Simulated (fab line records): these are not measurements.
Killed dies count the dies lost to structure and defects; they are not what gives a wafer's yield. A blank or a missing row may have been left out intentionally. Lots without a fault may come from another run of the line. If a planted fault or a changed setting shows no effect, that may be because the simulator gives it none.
fab line records ; flow n5Finfet
record: lots: 24; wafers: 72; lastDay: 19
route steps=1938 shown BEOL_M12@1656 BEOL_M13@1660 BEOL_M14@1772 BEOL_M15@1774
lots that met no fault: taken from a fault-free run of the same line
startH: hours from the record's opening day to when the first of the lot's shown wafers began ; waitH: time in hours since the lot's previous step ; " repeats the value in the row above ; L1.1+2: one row covering several wafers at once ; - no value, or no start given ; * or withheld: withheld ; < > ~ a bound
route shown NAME@n: a module of which the file shows steps, and the number in the route of the first ; usual: the fault-free wafers' mean and standard deviation ; same: alike in all rows ; chamber/n: place in a boat ; sites: the reading at each site ; _std_site: how widely they spread, as a standard deviation ; _edge_site: mean of outer sites minus mean of inner sites ; radiusMm: for every site, how far away it sits from the centre of the wafer ; mask NAME#n: copy n ; behind: the tool/chamber that last shaped the wafer ; hold: why the lot went on hold/how many hours it stayed there/how the hold came to an end ; device: transistor that didn't switch, given as n, p or np ; end of line: the same wafers' tests at the end of the route ; a step without rows: its recipe alone ; killed: not the wafer's yield, but the dies lost to structure and defects at the first sort ; map: the dies of a wafer, with x for killed, . for not killed, _ for no die there
set.NAME: the run value of the setting; set.NAME@STEP: its run value at that earlier step ; model.NAME: the simulator's own value behind a step, which no gauge read
a sample of lots followed through the steps of the route, with each step as a table and each wafer as a row
services: the hour from which a tool's chamber was out of use, counted from the record's first day as startH (under 0 if before that day), plus the number of hours and why
== steps ==
step: N5_BEOL_M12_DEP_53
recipe: material: SiCN; targetThkA: 300; tempC: withheld; precursor: 3MS/NH3; pressureTorr: 3; rfW: 675; timeS: 10.5
usual: showerheadPlenumPTorr: 4.163/0.022; throttleValvePct: 18.4/1.1
lot.wafer;tool;chamber;startH;waitH;showerheadPlenumPTorr;throttleValvePct
L074.1;pecvd-01;2;253.55;0.0;4.158;19.0
L074.2;pecvd-01;0;253.55;0.0;4.142;17.0
L074.3;pecvd-01;1;253.55;0.0;4.172;19.6
L075.1;pecvd-01;0;259.61;0.0;4.152;17.2
L075.4;pecvd-01;0;259.61;0.0;4.143;17.2
L075.5;pecvd-01;1;259.61;0.0;4.160;19.6
L076.1;pecvd-04;2;267.79;0.0;4.161;17.9
L076.5;pecvd-04;0;267.79;0.0;4.154;17.6
L076.6;pecvd-04;2;267.79;0.0;4.152;18.1
L079.3;pecvd-02;1;272.57;0.0;4.151;20.4
L079.4;pecvd-02;2;272.57;0.0;4.196;16.7
L079.6;pecvd-02;1;272.57;0.0;4.149;20.3
L077.2;pecvd-02;1;288.62;0.0;4.155;20.6
L077.3;pecvd-02;0;288.62;0.0;4.135;18.1
L077.6;pecvd-02;2;288.62;0.0;4.181;16.5
L078.2;pecvd-01;2;294.31;0.0;4.161;19.3
L078.5;pecvd-01;1;294.31;0.0;4.164;19.5
L078.6;pecvd-01;0;294.31;0.0;4.146;17.4
L080.1;pecvd-04;0;303.86;0.0;4.147;17.7
L080.2;pecvd-04;2;303.86;0.0;4.149;18.1
L080.6;pecvd-04;1;303.86;0.0;4.212;19.0
L082.1;pecvd-02;2;308.51;0.0;4.186;16.7
L082.2;pecvd-02;1;308.51;0.0;4.137;20.2
L082.6;pecvd-02;1;308.51;0.0;4.144;19.8
L081.1;pecvd-01;2;316.73;0.0;4.154;19.5
L081.3;pecvd-01;1;316.73;0.0;4.163;19.5
L081.6;pecvd-01;1;316.73;0.0;4.164;19.3
L084.1;pecvd-01;1;322.04;0.0;4.153;19.6
L084.2;pecvd-01;2;322.04;0.0;4.152;19.4
L084.5;pecvd-01;1;322.04;0.0;4.158;19.8
L086.1;pecvd-04;1;326.92;0.0;4.207;19.0
L086.4;pecvd-04;1;326.92;0.0;4.220;19.1
L086.5;pecvd-04;0;326.92;0.0;4.166;17.5
L085.1;pecvd-01;0;342.36;0.0;4.151;17.3
L085.2;pecvd-01;2;342.36;0.0;4.146;19.7
L085.6;pecvd-01;1;342.36;0.0;4.161;19.4
L083.1;pecvd-04;2;342.94;0.0;4.141;18.1
L083.3;pecvd-04;0;342.94;0.0;4.147;17.4
L083.5;pecvd-04;2;342.94;0.0;4.159;18.0
L088.1;pecvd-04;2;347.32;0.0;4.158;18.2
L088.2;pecvd-04;1;347.32;0.0;4.214;18.8
L088.5;pecvd-04;1;347.32;0.0;4.215;18.8
L089.1;pecvd-02;1;356.07;0.0;4.153;20.3
L089.2;pecvd-02;2;356.07;0.0;4.184;16.5
L089.5;pecvd-02;0;356.07;0.0;4.128;18.3
L087.1;pecvd-02;2;356.24;0.0;4.191;16.6
L087.5;pecvd-02;1;356.24;0.0;4.148;20.5
L087.6;pecvd-02;0;356.24;0.0;4.139;18.1
L090.1;pecvd-04;0;356.34;0.0;4.151;17.8
L090.4;pecvd-04;1;356.34;0.0;4.209;18.9
L090.5;pecvd-04;0;356.34;0.0;4.151;17.8
L091.3;pecvd-01;0;374.80;0.0;4.143;17.3
L091.4;pecvd-01;0;374.80;0.0;4.151;17.3
L091.5;pecvd-01;1;374.80;0.0;4.154;19.6
L093.3;pecvd-01;2;384.30;0.0;4.154;19.6
L093.5;pecvd-01;2;384.30;0.0;4.150;19.5
L093.6;pecvd-01;0;384.30;0.0;4.157;17.1
L094.1;pecvd-04;0;385.14;0.0;4.147;17.7
L094.2;pecvd-04;1;385.14;0.0;4.218;18.8
L094.4;pecvd-04;1;385.14;0.0;4.217;18.8
L092.1;pecvd-01;2;386.44;0.0;4.151;19.6
L092.3;pecvd-01;0;386.44;0.0;4.156;17.2
L092.5;pecvd-01;0;386.44;0.0;4.156;17.2
L095.2;pecvd-01;2;388.67;0.0;4.152;19.6
L095.5;pecvd-01;2;388.67;0.0;4.161;19.7
L095.6;pecvd-01;0;388.67;0.0;4.156;17.2
L096.1;pecvd-04;1;404.34;0.0;4.212;18.7
L096.2;pecvd-04;2;404.34;0.0;4.157;18.1
L096.3;pecvd-04;0;404.34;0.0;4.149;17.5
L097.2;pecvd-02;0;416.73;0.0;4.139;18.5
L097.4;pecvd-02;0;416.73;0.0;4.136;18.2
L097.6;pecvd-02;1;416.73;0.0;4.152;20.6
step: N5_BEOL_M12_INSPECT_55
recipe: inspectInstrument: darkfield; mode: postDep
usual: rawDefectCount: 75/28
lot.wafer;tool;chamber;startH;waitH;rawDefectCount
L074.1;defectInspect-02;-;253.64;0.0;109
L074.2;defectInspect-02;-;253.64;0.0;62
L074.3;defectInspect-02;-;253.64;0.0;74
L075.1;defectInspect-01;-;259.70;0.0;35
L075.4;defectInspect-01;-;259.70;0.0;47
L075.5;defectInspect-01;-;259.70;0.0;49
L076.1;defectInspect-01;-;267.88;0.0;65
L076.5;defectInspect-01;-;267.88;0.0;83
L076.6;defectInspect-01;-;267.88;0.0;70
L079.3;defectInspect-02;-;272.66;0.0;72
L079.4;defectInspect-02;-;272.66;0.0;86
L079.6;defectInspect-02;-;272.66;0.0;69
L077.2;defectInspect-02;-;288.71;0.0;102
L077.3;defectInspect-02;-;288.71;0.0;95
L077.6;defectInspect-02;-;288.71;0.0;99
L078.2;defectInspect-01;-;294.40;0.0;63
L078.5;defectInspect-01;-;294.40;0.0;103
L078.6;defectInspect-01;-;294.40;0.0;84
L080.1;defectInspect-02;-;303.94;0.0;75
L080.2;defectInspect-02;-;303.94;0.0;42
L080.6;defectInspect-02;-;303.94;0.0;50
L082.1;defectInspect-01;-;308.60;0.0;86
L082.2;defectInspect-01;-;308.60;0.0;87
L082.6;defectInspect-01;-;308.60;0.0;74
L081.1;defectInspect-01;-;316.82;0.0;64
L081.3;defectInspect-01;-;316.82;0.0;45
L081.6;defectInspect-01;-;316.82;0.0;83
L084.1;defectInspect-01;-;322.13;0.0;113
L084.2;defectInspect-01;-;322.13;0.0;114
L084.5;defectInspect-01;-;322.13;0.0;104
L086.1;defectInspect-01;-;327.02;0.0;38
L086.4;defectInspect-01;-;327.02;0.0;82
L086.5;defectInspect-01;-;327.02;0.0;51
L085.1;defectInspect-02;-;342.45;0.0;59
L085.2;defectInspect-02;-;342.45;0.0;50
L085.6;defectInspect-02;-;342.45;0.0;55
L083.1;defectInspect-02;-;343.03;0.0;85
L083.3;defectInspect-02;-;343.03;0.0;73
L083.5;defectInspect-02;-;343.03;0.0;68
L088.1;defectInspect-01;-;347.43;0.0;79
L088.2;defectInspect-01;-;347.43;0.0;54
L088.5;defectInspect-01;-;347.43;0.0;39
L089.1;defectInspect-01;-;356.16;0.0;53
L089.2;defectInspect-01;-;356.16;0.0;86
L089.5;defectInspect-01;-;356.16;0.0;61
L087.1;defectInspect-01;-;356.33;0.0;88
L087.5;defectInspect-01;-;356.33;0.0;61
L087.6;defectInspect-01;-;356.33;0.0;75
L090.1;defectInspect-01;-;356.43;0.0;42
L090.4;defectInspect-01;-;356.43;0.0;64
L090.5;defectInspect-01;-;356.43;0.0;42
L091.3;defectInspect-02;-;374.89;0.0;97
L091.4;defectInspect-02;-;374.89;0.0;78
L091.5;defectInspect-02;-;374.89;0.0;90
L093.3;defectInspect-02;-;384.39;0.0;57
L093.5;defectInspect-02;-;384.39;0.0;94
L093.6;defectInspect-02;-;384.39;0.0;79
L094.1;defectInspect-02;-;385.23;0.0;148
L094.2;defectInspect-02;-;385.23;0.0;108
L094.4;defectInspect-02;-;385.23;0.0;108
L092.1;defectInspect-01;-;386.54;0.0;61
L092.3;defectInspect-01;-;386.54;0.0;56
L092.5;defectInspect-01;-;386.54;0.0;36
L095.2;defectInspect-01;-;388.79;0.0;97
L095.5;defectInspect-01;-;388.79;0.0;172
L095.6;defectInspect-01;-;388.79;0.0;101
L096.1;defectInspect-02;-;404.43;0.0;32
L096.2;defectInspect-02;-;404.43;0.0;45
L096.3;defectInspect-02;-;404.43;0.0;51
L097.2;defectInspect-02;-;416.81;0.0;91
L097.4;defectInspect-02;-;416.81;0.0;116
L097.6;defectInspect-02;-;416.81;0.0;62
step: N5_BEOL_M13_THK_MEAS_01
recipe: reads: SiOC_of_BEOL_M13_ILD_DEP_00
usual: M13_ILD_THK: 839/9.6
lot.wafer;tool;chamber;startH;waitH;M13_ILD_THK[nm]
L074.1;filmMetro-01;-;253.83;0.1;832
L074.2;filmMetro-01;-;253.83;0.1;832
L074.3;filmMetro-01;-;253.83;0.1;839
L075.1;filmMetro-01;-;259.89;0.1;850
L075.4;filmMetro-01;-;259.89;0.1;852
L075.5;filmMetro-01;-;259.89;0.1;859
L076.1;filmMetro-02;-;268.07;0.1;825
L076.5;filmMetro-02;-;268.07;0.1;843
L076.6;filmMetro-02;-;268.07;0.1;845
L079.3;filmMetro-02;-;272.85;0.1;814
L079.4;filmMetro-02;-;272.85;0.1;841
L079.6;filmMetro-02;-;272.85;0.1;842
L077.2;filmMetro-01;-;288.90;0.1;841
L077.3;filmMetro-01;-;288.90;0.1;839
L077.6;filmMetro-01;-;288.90;0.1;847
L078.2;filmMetro-01;-;294.59;0.1;826
L078.5;filmMetro-01;-;294.59;0.1;849
L078.6;filmMetro-01;-;294.59;0.1;834
L080.1;filmMetro-02;-;304.13;0.1;831
L080.2;filmMetro-02;-;304.13;0.1;827
L080.6;filmMetro-02;-;304.13;0.1;847
L082.1;filmMetro-02;-;308.79;0.1;833
L082.2;filmMetro-02;-;308.79;0.1;829
L082.6;filmMetro-02;-;308.79;0.1;846
L081.1;filmMetro-02;-;317.01;0.1;826
L081.3;filmMetro-02;-;317.01;0.1;836
L081.6;filmMetro-02;-;317.01;0.1;842
L084.1;filmMetro-02;-;322.31;0.1;835
L084.2;filmMetro-02;-;322.31;0.1;841
L084.5;filmMetro-02;-;322.31;0.1;843
L086.1;filmMetro-02;-;327.21;0.1;818
L086.4;filmMetro-02;-;327.21;0.1;836
L086.5;filmMetro-02;-;327.21;0.1;835
L085.1;filmMetro-02;-;342.63;0.1;814
L085.2;filmMetro-02;-;342.63;0.1;820
L085.6;filmMetro-02;-;342.63;0.1;836
L083.1;filmMetro-02;-;343.22;0.1;837
L083.3;filmMetro-02;-;343.22;0.1;839
L083.5;filmMetro-02;-;343.22;0.1;841
L088.1;filmMetro-02;-;347.61;0.1;852
L088.2;filmMetro-02;-;347.61;0.1;837
L088.5;filmMetro-02;-;347.61;0.1;858
L089.1;filmMetro-01;-;356.35;0.1;835
L089.2;filmMetro-01;-;356.35;0.1;833
L089.5;filmMetro-01;-;356.35;0.1;837
L087.1;filmMetro-01;-;356.51;0.1;829
L087.5;filmMetro-01;-;356.51;0.1;843
L087.6;filmMetro-01;-;356.51;0.1;847
L090.1;filmMetro-02;-;356.62;0.1;831
L090.4;filmMetro-02;-;356.62;0.1;845
L090.5;filmMetro-02;-;356.62;0.1;850
L091.3;filmMetro-02;-;375.09;0.1;827
L091.4;filmMetro-02;-;375.09;0.1;854
L091.5;filmMetro-02;-;375.09;0.1;852
L093.3;filmMetro-01;-;384.63;0.1;841
L093.5;filmMetro-01;-;384.63;0.1;849
L093.6;filmMetro-01;-;384.63;0.1;847
L094.1;filmMetro-02;-;385.42;0.1;838
L094.2;filmMetro-02;-;385.42;0.1;838
L094.4;filmMetro-02;-;385.42;0.1;851
L092.1;filmMetro-01;-;386.73;0.1;843
L092.3;filmMetro-01;-;386.73;0.1;834
L092.5;filmMetro-01;-;386.73;0.1;846
L095.2;filmMetro-02;-;388.98;0.1;828
L095.5;filmMetro-02;-;388.98;0.1;845
L095.6;filmMetro-02;-;388.98;0.1;835
L096.1;filmMetro-01;-;404.62;0.1;832
L096.2;filmMetro-01;-;404.62;0.1;835
L096.3;filmMetro-01;-;404.62;0.1;833
L097.2;filmMetro-02;-;417.00;0.1;835
L097.4;filmMetro-02;-;417.00;0.1;839
L097.6;filmMetro-02;-;417.00;0.1;836
step: N5_BEOL_M13_ETCH_38
recipe: chemistry: CF4/N2; target: SiCN; targetDepthA: 675; taperDeg: 2; timeS: 71.9; ionEnergyEv: 150; maskMaterial: SiO2; pressureMtorr: 40; sourceW: 430; biasW: 70; Ar_flow_sccm: 100; cf4FlowSccm: 60; n2FlowSccm: 60
usual: drypumpMotorCurrentA: 5.54/0.3; oesProductAu: 0.81/0.095; rfVppV: 382.1/2; showerheadPlenumPTorr: 2.20/0.068; throttleValvePct: 15.36/0.25
lot.wafer;tool;chamber;startH;waitH;drypumpMotorCurrentA;oesProductAu;rfHoursCounterH;rfVppV;showerheadPlenumPTorr;throttleValvePct
L074.1;rieDiel-06;0;257.67;-;5.49;0.85;76;383.5;2.23;15.14
L074.2;rieDiel-06;1;257.67;-;5.99;0.87;53;384.5;2.24;15.16
L074.3;rieDiel-06;3;257.67;-;5.09;0.70;236;379.3;2.09;15.53
L075.1;rieDiel-06;3;262.11;-;5.07;0.70;237;379.2;2.09;15.53
L075.4;rieDiel-06;1;262.11;-;5.95;0.88;54;381.7;2.24;15.14
L075.5;rieDiel-06;1;262.11;-;5.98;0.87;-;383.2;2.24;15.15
L076.1;rieDiel-06;3;270.92;-;5.07;0.70;239;380.0;2.09;15.51
L076.5;rieDiel-06;1;270.92;-;5.95;0.87;-;383.4;2.24;15.17
L076.6;rieDiel-06;3;270.92;-;5.06;0.70;-;381.4;2.09;15.52
L079.3;rieDiel-01;0;275.46;-;5.07;0.81;98;384.1;2.23;15.60
L079.4;rieDiel-01;2;275.46;-;5.69;0.68;242;381.1;2.18;15.68
L079.6;rieDiel-01;2;275.46;-;5.68;0.68;-;382.0;2.18;15.71
L077.2;rieDiel-03;3;293.18;-;5.73;0.97;1;381.0;2.17;15.30
L077.3;rieDiel-03;0;293.18;-;5.54;0.70;237;381.2;2.18;15.43
L077.6;rieDiel-03;0;293.18;-;5.55;0.70;-;382.8;2.18;15.45
L078.2;rieDiel-06;2;296.75;-;5.96;0.77;133;385.2;2.30;15.21
L078.5;rieDiel-06;1;296.75;-;5.95;0.85;-;384.1;2.24;15.17
L078.6;rieDiel-06;0;296.75;-;5.43;0.84;-;384.5;2.23;15.16
L080.1;rieDiel-01;1;308.04;-;5.56;0.69;251;382.6;2.26;15.62
L080.2;rieDiel-01;3;308.04;-;5.65;0.74;167;379.1;2.13;15.28
L080.6;rieDiel-01;1;308.04;-;5.58;0.68;-;385.1;2.26;15.62
L082.1;rieDiel-01;3;314.67;-;5.65;0.73;170;379.4;2.12;15.28
L082.2;rieDiel-01;0;314.67;-;5.05;0.79;105;384.4;2.22;15.62
L082.6;rieDiel-01;3;314.67;-;5.67;0.73;-;380.4;2.12;15.26
L081.1;rieDiel-06;0;320.12;-;5.46;0.83;94;382.8;2.22;15.16
L081.3;rieDiel-06;2;320.12;-;5.97;0.76;141;384.9;2.30;15.22
L081.6;rieDiel-06;0;320.12;-;5.45;0.84;-;384.6;2.23;15.19
L084.1;rieDiel-06;1;325.58;-;5.98;0.84;72;382.8;2.23;15.18
L084.2;rieDiel-06;2;325.58;-;5.97;0.76;143;384.0;2.30;15.24
L084.5;rieDiel-06;2;325.58;-;5.93;0.76;-;385.3;2.30;15.25
L086.1;rieDiel-01;0;329.78;-;5.05;0.78;111;383.7;2.22;15.62
L086.4;rieDiel-01;3;329.78;-;5.66;0.74;-;381.0;2.12;15.26
L086.5;rieDiel-01;0;329.78;-;5.07;0.78;-;382.5;2.22;15.65
L085.1;rieDiel-01;3;344.75;-;5.66;0.72;183;378.9;2.12;15.32
L085.2;rieDiel-01;0;344.75;-;5.07;0.77;118;383.0;2.22;15.65
L085.6;rieDiel-01;0;344.75;-;5.08;0.78;-;382.1;2.22;15.66
L083.1;rieDiel-06;1;345.43;-;5.97;0.83;80;382.5;2.23;15.21
L083.3;rieDiel-06;0;345.43;-;5.43;0.82;104;382.9;2.22;15.21
L083.5;rieDiel-06;0;345.43;-;5.43;0.82;-;383.0;2.22;15.21
L088.1;rieDiel-01;0;351.60;-;5.07;0.78;119;382.7;2.22;15.66
L088.2;rieDiel-01;3;351.60;-;5.66;0.72;184;379.7;2.12;15.30
L088.5;rieDiel-01;0;351.60;-;5.06;0.78;-;382.9;2.22;15.66
L089.1;rieDiel-03;2;359.31;-;5.36;0.70;223;383.4;2.19;16.04
L089.2;rieDiel-03;1;359.31;-;5.22;0.73;192;377.4;2.02;15.34
L089.5;rieDiel-03;3;359.31;-;5.69;0.90;-;380.6;2.16;15.35
L087.1;rieDiel-03;2;359.43;-;5.31;0.70;223;381.6;2.19;16.03
L087.5;rieDiel-03;2;359.43;-;5.30;0.70;-;381.2;2.19;16.02
L087.6;rieDiel-03;3;359.43;-;5.71;0.91;-;381.5;2.16;15.34
L090.1;rieDiel-06;0;359.59;-;5.42;0.82;107;382.3;2.22;15.22
L090.4;rieDiel-06;2;359.59;-;5.94;0.75;154;384.9;2.29;15.25
L090.5;rieDiel-06;1;359.59;-;5.98;0.83;-;382.6;2.23;15.22
L091.3;rieDiel-01;1;377.86;-;5.57;0.95;10;383.4;2.25;15.13
L091.4;rieDiel-01;3;377.86;-;5.67;0.71;193;379.3;2.12;15.32
L091.5;rieDiel-01;3;377.86;-;5.69;0.72;-;379.5;2.12;15.31
L093.3;rieDiel-03;0;388.66;-;5.56;0.98;4;382.1;2.17;14.98
L093.5;rieDiel-03;0;388.66;-;5.56;0.98;-;381.3;2.17;14.99
L093.6;rieDiel-03;3;388.66;-;5.72;0.88;-;380.0;2.16;15.34
L094.1;rieDiel-01;2;389.63;-;5.68;0.90;20;380.5;2.17;15.26
L094.2;rieDiel-01;0;389.63;-;5.07;0.76;128;382.6;2.22;15.67
L094.4;rieDiel-01;3;389.63;-;5.65;0.71;197;379.6;2.12;15.32
L092.1;rieDiel-01;2;390.21;-;5.68;0.91;20;380.1;2.17;15.26
L092.3;rieDiel-01;1;390.21;-;5.58;0.94;14;381.9;2.25;15.14
L092.5;rieDiel-01;1;390.21;-;5.60;0.95;-;383.8;2.25;15.15
L095.2;rieDiel-01;3;392.36;-;5.65;0.71;197;379.8;2.12;15.31
L095.5;rieDiel-01;1;392.36;-;5.59;0.94;-;383.1;2.25;15.15
L095.6;rieDiel-01;2;392.36;-;5.70;0.92;-;380.6;2.17;15.26
L096.1;rieDiel-03;0;409.34;-;5.61;0.96;10;380.2;2.17;15.00
L096.2;rieDiel-03;2;409.34;-;5.31;0.69;240;381.4;2.18;16.05
L096.3;rieDiel-03;3;409.34;-;5.72;0.88;40;382.1;2.16;15.38
L097.2;rieDiel-03;2;420.87;-;5.28;0.69;243;382.0;2.18;16.07
L097.4;rieDiel-03;3;420.87;-;5.70;0.87;43;380.2;2.16;15.37
L097.6;rieDiel-03;3;420.87;-;5.70;0.87;-;381.1;2.16;15.38
step: N5_BEOL_M14_INSPECT_55
recipe: inspectInstrument: darkfield; mode: postDep
usual: rawDefectCount: 70/22
lot.wafer;tool;chamber;startH;waitH;rawDefectCount
L074.1;defectInspect-01;-;265.25;0.0;69
L074.2;defectInspect-01;-;265.25;0.0;53
L074.3;defectInspect-01;-;265.25;0.0;54
L075.1;defectInspect-02;-;269.01;0.0;64
L075.4;defectInspect-02;-;269.01;0.0;77
L075.5;defectInspect-02;-;269.01;0.0;168
L076.1;defectInspect-02;-;276.48;0.0;63
L076.5;defectInspect-02;-;276.48;0.0;52
L076.6;defectInspect-02;-;276.48;0.0;96
L079.3;defectInspect-01;-;288.50;0.0;97
L079.4;defectInspect-01;-;288.50;0.0;39
L079.6;defectInspect-01;-;288.50;0.0;42
L077.2;defectInspect-01;-;303.68;0.0;73
L077.3;defectInspect-01;-;303.68;0.0;94
L077.6;defectInspect-01;-;303.68;0.0;82
L078.2;defectInspect-02;-;303.76;0.0;72
L078.5;defectInspect-02;-;303.76;0.0;68
L078.6;defectInspect-02;-;303.76;0.0;59
L080.1;defectInspect-02;-;315.72;0.0;89
L080.2;defectInspect-02;-;315.72;0.0;77
L080.6;defectInspect-02;-;315.72;0.0;54
L082.1;defectInspect-02;-;323.42;0.0;101
L082.2;defectInspect-02;-;323.42;0.0;79
L082.6;defectInspect-02;-;323.42;0.0;63
L081.1;defectInspect-02;-;332.68;0.0;82
L081.3;defectInspect-02;-;332.68;0.0;60
L081.6;defectInspect-02;-;332.68;0.0;43
L084.1;defectInspect-01;-;333.94;0.0;77
L084.2;defectInspect-01;-;333.94;0.0;63
L084.5;defectInspect-01;-;333.94;0.0;34
L086.1;defectInspect-01;-;337.95;0.0;39
L086.4;defectInspect-01;-;337.95;0.0;71
L086.5;defectInspect-01;-;337.95;0.0;74
L085.1;defectInspect-02;-;352.22;0.0;69
L085.2;defectInspect-02;-;352.22;0.0;65
L085.6;defectInspect-02;-;352.22;0.0;69
L083.1;defectInspect-01;-;354.02;0.0;57
L083.3;defectInspect-01;-;354.02;0.0;42
L083.5;defectInspect-01;-;354.02;0.0;41
L088.1;defectInspect-01;-;361.85;0.0;66
L088.2;defectInspect-01;-;361.85;0.0;40
L088.5;defectInspect-01;-;361.85;0.0;44
L089.1;defectInspect-01;-;367.15;0.0;60
L089.2;defectInspect-01;-;367.15;0.0;68
L089.5;defectInspect-01;-;367.15;0.0;104
L087.1;defectInspect-01;-;369.26;0.0;76
L087.5;defectInspect-01;-;369.26;0.0;109
L087.6;defectInspect-01;-;369.26;0.0;84
L090.1;defectInspect-01;-;369.91;0.0;56
L090.4;defectInspect-01;-;369.91;0.0;69
L090.5;defectInspect-01;-;369.91;0.0;71
L091.3;defectInspect-01;-;388.35;0.0;75
L091.4;defectInspect-01;-;388.35;0.0;83
L091.5;defectInspect-01;-;388.35;0.0;55
L093.3;defectInspect-01;-;395.88;0.0;65
L093.5;defectInspect-01;-;395.88;0.0;67
L093.6;defectInspect-01;-;395.88;0.0;82
L094.1;defectInspect-02;-;397.39;0.0;98
L094.2;defectInspect-02;-;397.39;0.0;77
L094.4;defectInspect-02;-;397.39;0.0;116
L092.1;defectInspect-02;-;397.72;0.0;73
L092.3;defectInspect-02;-;397.72;0.0;46
L092.5;defectInspect-02;-;397.72;0.0;54
L095.2;defectInspect-01;-;401.67;0.0;74
L095.5;defectInspect-01;-;401.67;0.0;64
L095.6;defectInspect-01;-;401.67;0.0;65
L096.1;defectInspect-02;-;420.29;0.0;96
L096.2;defectInspect-02;-;420.29;0.0;73
L096.3;defectInspect-02;-;420.29;0.0;61
L097.2;defectInspect-01;-;427.09;0.0;76
L097.4;defectInspect-01;-;427.09;0.0;79
L097.6;defectInspect-01;-;427.09;0.0;50
step: N5_BEOL_M15_THK_MEAS_01
recipe: reads: SiO2_of_BEOL_M15_ILD_DEP_00
usual: M15_ILD_THK: 1630/21
lot.wafer;tool;chamber;startH;waitH;M15_ILD_THK[nm]
L074.1;filmMetro-01;-;265.54;0.1;1612
L074.2;filmMetro-01;-;265.54;0.1;1618
L074.3;filmMetro-01;-;265.54;0.1;1615
L075.1;filmMetro-02;-;269.30;0.1;1643
L075.4;filmMetro-02;-;269.30;0.1;1634
L075.5;filmMetro-02;-;269.30;0.1;1643
L076.1;filmMetro-02;-;276.77;0.1;1644
L076.5;filmMetro-02;-;276.77;0.1;1644
L076.6;filmMetro-02;-;276.77;0.1;1635
L079.3;filmMetro-01;-;288.79;0.1;1637
L079.4;filmMetro-01;-;288.79;0.1;1628
L079.6;filmMetro-01;-;288.79;0.1;1633
L077.2;filmMetro-02;-;303.96;0.1;1628
L077.3;filmMetro-02;-;303.96;0.1;1628
L077.6;filmMetro-02;-;303.96;0.1;1646
L078.2;filmMetro-02;-;304.05;0.1;1600
L078.5;filmMetro-02;-;304.05;0.1;1626
L078.6;filmMetro-02;-;304.05;0.1;1626
L080.1;filmMetro-01;-;316.00;0.1;1619
L080.2;filmMetro-01;-;316.00;0.1;1616
L080.6;filmMetro-01;-;316.00;0.1;1646
L082.1;filmMetro-01;-;323.71;0.1;1652
L082.2;filmMetro-01;-;323.71;0.1;1637
L082.6;filmMetro-01;-;323.71;0.1;1670
L081.1;filmMetro-01;-;332.96;0.1;1625
L081.3;filmMetro-01;-;332.96;0.1;1630
L081.6;filmMetro-01;-;332.96;0.1;1640
L084.1;filmMetro-02;-;334.23;0.1;1632
L084.2;filmMetro-02;-;334.23;0.1;1644
L084.5;filmMetro-02;-;334.23;0.1;1666
L086.1;filmMetro-02;-;338.24;0.1;1636
L086.4;filmMetro-02;-;338.24;0.1;1632
L086.5;filmMetro-02;-;338.24;0.1;1663
L085.1;filmMetro-01;-;352.50;0.1;1648
L085.2;filmMetro-01;-;352.50;0.1;1643
L085.6;filmMetro-01;-;352.50;0.1;1656
L083.1;filmMetro-02;-;354.31;0.1;1613
L083.3;filmMetro-02;-;354.31;0.1;1597
L083.5;filmMetro-02;-;354.31;0.1;1645
L088.1;filmMetro-01;-;362.14;0.1;1599
L088.2;filmMetro-01;-;362.14;0.1;1597
L088.5;filmMetro-01;-;362.14;0.1;1627
L089.1;filmMetro-02;-;367.44;0.1;1624
L089.2;filmMetro-02;-;367.44;0.1;1623
L089.5;filmMetro-02;-;367.44;0.1;1663
L087.1;filmMetro-02;-;369.65;0.2;1595
L087.5;filmMetro-02;-;369.65;0.2;1615
L087.6;filmMetro-02;-;369.65;0.2;1617
L090.1;filmMetro-01;-;370.31;0.2;1600
L090.4;filmMetro-01;-;370.31;0.2;1603
L090.5;filmMetro-01;-;370.31;0.2;1616
L091.3;filmMetro-01;-;388.65;0.2;1641
L091.4;filmMetro-01;-;388.65;0.2;1665
L091.5;filmMetro-01;-;388.65;0.2;1663
L093.3;filmMetro-01;-;396.27;0.1;1620
L093.5;filmMetro-01;-;396.27;0.1;1629
L093.6;filmMetro-01;-;396.27;0.1;1619
L094.1;filmMetro-01;-;397.79;0.2;1566
L094.2;filmMetro-01;-;397.79;0.2;1607
L094.4;filmMetro-01;-;397.79;0.2;1615
L092.1;filmMetro-02;-;398.00;0.1;1632
L092.3;filmMetro-02;-;398.00;0.1;1643
L092.5;filmMetro-02;-;398.00;0.1;1672
L095.2;filmMetro-01;-;401.95;0.1;1645
L095.5;filmMetro-01;-;401.95;0.1;1653
L095.6;filmMetro-01;-;401.95;0.1;1641
L096.1;filmMetro-02;-;420.58;0.1;1610
L096.2;filmMetro-02;-;420.58;0.1;1639
L096.3;filmMetro-02;-;420.58;0.1;1609
L097.2;filmMetro-01;-;427.38;0.1;1626
L097.4;filmMetro-01;-;427.38;0.1;1663
L097.6;filmMetro-01;-;427.38;0.1;1662
== services ==
tool;chamber;startH;hours;kind
rieDiel-03;2;241.27;5.7;repair
rieDiel-03;3;244.60;9.1;repair
rieDiel-06;2;269.26;3.9;repair
pecvd-01;-;273.03;1.2;repair
rieDiel-01;0;275.92;17.7;repair
pecvd-01;-;288.17;2.8;pm
rieDiel-01;2;304.47;-;clean
rieDiel-01;2;304.47;-;consumableReplace:focusRing
rieDiel-01;2;304.47;25.8;scheduledDown
rieDiel-01;2;304.47;25.8;ventCycle
rieDiel-01;1;330.27;-;clean
rieDiel-01;1;330.27;-;consumableReplace:focusRing
rieDiel-01;1;330.27;16.7;scheduledDown
rieDiel-01;1;330.27;16.7;ventCycle
pecvd-02;1;333.33;8.4;repair
rieDiel-03;-;339.99;0.7;repair
pecvd-04;0;344.39;3.6;repair
rieDiel-06;0;356.11;2.4;repair
rieDiel-01;0;358.70;5.0;repair
rieDiel-03;0;364.52;16.1;repair
pecvd-01;2;364.94;5.5;scheduledDown
rieDiel-01;0;367.00;3.0;repair
rieDiel-06;2;374.77;20.6;repair
rieDiel-06;3;411.55;5.7;repair
== key ==
fault none
